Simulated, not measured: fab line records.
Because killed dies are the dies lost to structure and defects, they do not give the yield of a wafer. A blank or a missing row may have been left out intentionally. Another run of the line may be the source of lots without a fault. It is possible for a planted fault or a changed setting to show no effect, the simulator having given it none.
fab line records -- flow n5Finfet -- part 2 of 2: steps 21 to 28 of 28
record: lots: 5, wafers: 15, lastDay: 15
route steps=1938 shown BEOL_M2@853
lots with no fault: from the same line, run without faults
startH: hours from the record's first day to the start of the lot's first wafer shown -- waitH: how many hours have passed since the lot's step before this one -- " the same as in the row above -- L1.1+2: several wafers, shown together as one row -- - value missing, or start not given -- * or withheld: withheld -- < > ~ a bound
route shown NAME@n: NAME is a module with steps in the file, n the number in the route of the first one -- usual: average and standard deviation across the fault-free wafers -- same: alike in all rows -- chamber/n: place in a boat -- sites: readings site by site -- _std_site: their standard deviation -- _edge_site: outer sites' mean less inner sites' -- radiusMm: for every site, how far away it sits from the centre of the wafer -- mask NAME#n: copy n -- behind: the tool/chamber that last shaped the wafer -- hold: cause of the lot's hold/its duration in hours/its outcome -- device: transistor that didn't switch, given as n, p or np -- end of line: tests of these same wafers at the route's end -- a step without rows: its recipe alone -- killed: dies that structure and defects cost at the first sort, which is not the same as the wafer's yield -- map: dies across one wafer; x = killed, . = not, _ = none there
set.NAME: the setting as run; set.NAME@STEP: as run at that earlier step -- model.NAME: the simulator's own value behind a step, which no gauge read
certain route steps with their lots: each step a table, each wafer a row
services: the hour from which a tool's chamber was out of use, counted from the record's first day as startH (under 0 if before that day), plus the number of hours and why
== steps ==
step: N5_BEOL_M2_EXPOSE_25
recipe: maskId: V1, na: 0.33, sourceShape: quasar, sigmaInner: 0.2, sigmaOuter: 0.8, polarization: unpolarized, defocusNm: 5, doseMj: 63
usual: exposureDoseMJCm2: 62.97/0.074
same: na: 0.33
lot.wafer,tool,chamber,startH,waitH,mask,exposureDoseMJCm2
L074.2,euvScanner-01,0,148.97,-,V1#0,62.97
L074.4,euvScanner-01,0,148.97,-,V1#0,63.06
L074.6,euvScanner-01,0,148.97,-,V1#0,63.03
L075.2,euvScanner-02,0,155.33,-,V1#0,62.92
L075.4,euvScanner-02,0,155.33,-,V1#0,62.86
L075.5,euvScanner-02,0,155.33,-,V1#0,62.85
L076.1,euvScanner-02,0,155.56,-,V1#0,62.97
L076.4,euvScanner-02,0,155.56,-,V1#0,62.94
L076.6,euvScanner-02,0,155.56,-,V1#0,63.05
L078.2,euvScanner-01,0,167.04,-,V1#0,63.02
L078.3,euvScanner-01,0,167.04,-,V1#0,63.02
L078.5,euvScanner-01,0,167.04,-,V1#0,63.04
L079.3,euvScanner-02,0,167.86,-,V1#0,62.93
L079.5,euvScanner-02,0,167.86,-,V1#0,62.93
L079.6,euvScanner-02,0,167.86,-,V1#0,62.97
step: N5_BEOL_M2_PEB_26
recipe: pebTempC: 100, pebTimeS: 60, resist: CAR-EUV
usual: heaterPowerTotalW: 154.1/1.1
same: pebTimeS: 60
lot.wafer,tool,chamber,startH,waitH,heaterPowerTotalW
L074.2,lithoTrack-01,0,149.04,0.1,153.6
L074.4,lithoTrack-01,0,149.04,0.1,153.1
L074.6,lithoTrack-01,0,149.04,0.1,154.7
L075.2,lithoTrack-02,0,155.40,0.1,153.3
L075.4,lithoTrack-02,0,155.40,0.1,155.3
L075.5,lithoTrack-02,0,155.40,0.1,154.6
L076.1,lithoTrack-04,0,155.63,0.1,155.7
L076.4,lithoTrack-04,0,155.63,0.1,155.6
L076.6,lithoTrack-04,0,155.63,0.1,155.7
L078.2,lithoTrack-01,0,167.11,0.1,154.9
L078.3,lithoTrack-01,0,167.11,0.1,153.5
L078.5,lithoTrack-01,0,167.11,0.1,155.6
L079.3,lithoTrack-01,0,167.93,0.1,152.3
L079.5,lithoTrack-01,0,167.93,0.1,153.4
L079.6,lithoTrack-01,0,167.93,0.1,155.1
step: N5_BEOL_M2_DEVELOP_27
recipe: developTimeS: 30, developer: TMAH, resist: CAR-EUV, rinseLiquid: surfactantRinse, dry: airSpin, devTempC: 23
same: developTimeS: 30
lot.wafer,tool,chamber,startH,waitH
L074.2+4+6,lithoTrack-01,0,-,-
L075.2+4+5,lithoTrack-02,0,-,-
L076.1+4+6,lithoTrack-04,0,-,-
L078.2+3+5,lithoTrack-01,0,-,-
L079.3+5+6,lithoTrack-01,0,-,-
step: N5_BEOL_M2_CD_MEAS_28
recipe: targetCdNm: 26.2, landingEnergyEv: 500, detector: seInlens, targetCdYNm: 24.1, polarity: opening
usual: cdNm: 26.17/0.26
same: landingEnergyEv: 500
lot.wafer,tool,chamber,startH,waitH,cdNm
L074.2,cdSem-02,0,149.11,-,25.83
L074.4,cdSem-02,0,149.11,-,26.21
L074.6,cdSem-02,0,149.11,-,25.88
L075.2,cdSem-02,0,155.46,-,26.29
L075.4,cdSem-02,0,155.46,-,26.52
L075.5,cdSem-02,0,155.46,-,26.39
L076.1,cdSem-01,0,155.70,-,26.30
L076.4,cdSem-01,0,155.70,-,26.15
L076.6,cdSem-01,0,155.70,-,26.10
L078.2,cdSem-03,0,167.18,-,25.78
L078.3,cdSem-03,0,167.18,-,25.58
L078.5,cdSem-03,0,167.18,-,26.32
L079.3,cdSem-02,0,167.99,-,26.16
L079.5,cdSem-02,0,167.99,-,26.29
L079.6,cdSem-02,0,167.99,-,26.20
step: N5_BEOL_M2_OVL_MEAS_29
recipe: pointsPerWafer: 522
usual: V1_OVL: 0.2/0.75
lot.wafer,tool,chamber,startH,waitH,V1_OVL[nm]
L074.2,overlay-02,0,149.14,0.0,-1.2
L074.4,overlay-02,0,149.14,0.0,0.9
L074.6,overlay-02,0,149.14,0.0,0.0
L075.2,overlay-02,0,155.50,0.0,0.3
L075.4,overlay-02,0,155.50,0.0,0.3
L075.5,overlay-02,0,155.50,0.0,-0.2
L076.1,overlay-02,0,155.73,0.0,1.7
L076.4,overlay-02,0,155.73,0.0,2.0
L076.6,overlay-02,0,155.73,0.0,1.8
L078.2,overlay-01,0,167.21,0.0,1.0
L078.3,overlay-01,0,167.21,0.0,0.1
L078.5,overlay-01,0,167.21,0.0,0.4
L079.3,overlay-02,0,168.03,0.0,-0.4
L079.5,overlay-02,0,168.03,0.0,-0.6
L079.6,overlay-02,0,168.03,0.0,-0.1
step: N5_BEOL_M2_INSPECT_30
recipe: mode: adi, inspectInstrument: brightfield
usual: rawDefectCount: 399/87
lot.wafer,tool,chamber,startH,waitH,rawDefectCount
L074.2,defectInspect-01,-,149.20,0.0,325
L074.4,defectInspect-01,-,149.20,0.0,337
L074.6,defectInspect-01,-,149.20,0.0,289
L075.2,defectInspect-02,-,155.55,0.0,353
L075.4,defectInspect-02,-,155.55,0.0,283
L075.5,defectInspect-02,-,155.55,0.0,314
L076.1,defectInspect-02,-,155.79,0.1,437
L076.4,defectInspect-02,-,155.79,0.1,429
L076.6,defectInspect-02,-,155.79,0.1,415
L078.2,defectInspect-02,-,167.26,0.0,287
L078.3,defectInspect-02,-,167.26,0.0,360
L078.5,defectInspect-02,-,167.26,0.0,369
L079.3,defectInspect-02,-,168.08,0.0,430
L079.5,defectInspect-02,-,168.08,0.0,378
L079.6,defectInspect-02,-,168.08,0.0,404
step: N5_BEOL_M2_DESCUM_33
recipe: chemistry: O2, timeS: 7, sourcePowerW: 50, biasPowerW: 20, pressureMtorr: 20, rfFrequencyHz: 2.712e+07, tempC: 40, resist: CAR-EUV, o2FlowSccm: 225
usual: drypumpMotorCurrentA: 5.7/0.35, oesProductAu: 0.82/0.076, rfVppV: 243.4/1.7, showerheadPlenumPTorr: 2.10/0.099, throttleValvePct: 20.45/0.23
lot.wafer,tool,chamber,startH,waitH,drypumpMotorCurrentA,oesProductAu,rfHoursCounterH,rfVppV,showerheadPlenumPTorr,throttleValvePct
L074.2,rieDiel-05,3,149.23,0.0,5.5,0.70,229,245.0,2.15,20.60
L074.4,rieDiel-05,2,149.23,0.0,5.6,0.87,-,245.7,2.23,20.41
L074.6,rieDiel-05,3,149.23,0.0,5.5,0.69,-,244.7,2.15,20.62
L075.2,rieDiel-03,3,155.59,0.0,6.4,0.71,177,243.1,2.10,20.35
L075.4,rieDiel-03,2,155.59,0.0,5.7,0.69,-,241.3,2.00,20.79
L075.5,rieDiel-03,3,155.59,0.0,6.4,0.71,-,243.7,2.09,20.34
L076.1,rieDiel-05,0,155.83,0.0,5.6,0.80,110,240.1,1.95,20.80
L076.4,rieDiel-05,2,155.83,0.0,5.7,0.86,45,245.0,2.23,20.41
L076.6,rieDiel-05,0,155.83,0.0,5.5,0.79,-,240.5,1.94,20.80
L078.2,rieDiel-05,0,167.30,0.0,5.5,0.80,113,240.1,1.94,20.79
L078.3,rieDiel-05,2,167.30,0.0,5.7,0.86,49,245.2,2.23,20.42
L078.5,rieDiel-05,2,167.30,0.0,5.6,0.87,-,245.6,2.23,20.42
L079.3,rieDiel-03,1,168.13,0.0,5.5,0.88,-,246.2,2.21,20.41
L079.5,rieDiel-03,3,168.13,0.0,6.5,0.72,-,242.7,2.09,20.34
L079.6,rieDiel-03,1,168.13,0.0,5.5,0.88,-,246.1,2.21,20.42
step: N5_BEOL_M2_ETCH_77
recipe: chemistry: N2/H2, target: underlayer, targetDepthA: 65, maskMaterial: CAR-EUV, timeS: 5.2, ionEnergyEv: 200, pressureMtorr: 30, sourceW: 840, biasW: 150, n2FlowSccm: 200, h2FlowSccm: 200, ends: cleared
usual: drypumpMotorCurrentA: 5.7/0.35, etchRfOnTimeS: 5.16/0.14, n2FlowSccm: 200.1/0.56, oesProductAu: 0.71/0.065, rfVppV: 524/3.5, showerheadPlenumPTorr: 2.55/0.11, throttleValvePct: 17.86/0.25
lot.wafer,tool,chamber,startH,waitH,drypumpMotorCurrentA,etchRfOnTimeS,n2FlowSccm,oesProductAu,rfHoursCounterH,rfVppV,showerheadPlenumPTorr,throttleValvePct
L074.2,rieDiel-05,3,149.27,0.0,5.5,5.04,199.3,0.60,229,528,2.63,18.08
L074.4,rieDiel-05,2,149.27,0.0,5.7,5.33,200.5,0.75,-,527,2.67,17.62
L074.6,rieDiel-05,3,149.27,0.0,5.5,5.00,199.4,0.61,-,525,2.63,18.07
L075.2,rieDiel-03,3,155.63,0.0,6.4,5.13,200.5,0.62,177,524,2.51,17.52
L075.4,rieDiel-03,2,155.63,0.0,5.6,5.37,200.6,0.59,-,518,2.42,18.16
L075.5,rieDiel-03,3,155.63,0.0,6.4,5.07,200.5,0.62,-,522,2.51,17.50
L076.1,rieDiel-05,0,155.86,0.0,5.5,5.20,201.2,0.68,110,517,2.37,18.24
L076.4,rieDiel-05,2,155.86,0.0,5.6,5.26,200.3,0.73,45,528,2.67,17.61
L076.6,rieDiel-05,0,155.86,0.0,5.5,5.22,200.8,0.68,-,517,2.37,18.27
L078.2,rieDiel-05,0,167.33,0.0,5.5,5.26,200.5,0.67,113,518,2.37,18.27
L078.3,rieDiel-05,2,167.33,0.0,5.6,5.25,199.7,0.73,49,528,2.67,17.64
L078.5,rieDiel-05,2,167.33,0.0,5.6,5.28,199.8,0.72,-,527,2.67,17.64
L079.3,rieDiel-03,1,168.17,0.0,5.5,5.04,199.4,0.76,-,528,2.72,17.99
L079.5,rieDiel-03,3,168.17,0.0,6.4,5.05,200.6,0.62,-,524,2.51,17.55
L079.6,rieDiel-03,1,168.17,0.0,5.5,5.05,200.5,0.76,-,527,2.72,17.98
== services ==
tool,chamber,startH,hours,kind
euvScanner-01,-,127.74,4.6,pm
rieDiel-05,1,129.37,-,clean
rieDiel-05,1,129.37,-,consumableReplace:focusRing
rieDiel-05,1,129.37,22.9,scheduledDown
rieDiel-05,1,129.37,22.9,ventCycle
rieDiel-03,0,138.30,-,clean
rieDiel-03,0,138.30,-,consumableReplace:focusRing
rieDiel-03,0,138.30,-,consumableReplace:showerhead
rieDiel-03,0,138.30,41.9,scheduledDown
rieDiel-03,0,138.30,41.9,ventCycle
euvScanner-01,-,138.73,1.0,pm
euvScanner-02,-,160.63,1.0,pm
rieDiel-03,2,165.53,5.8,repair
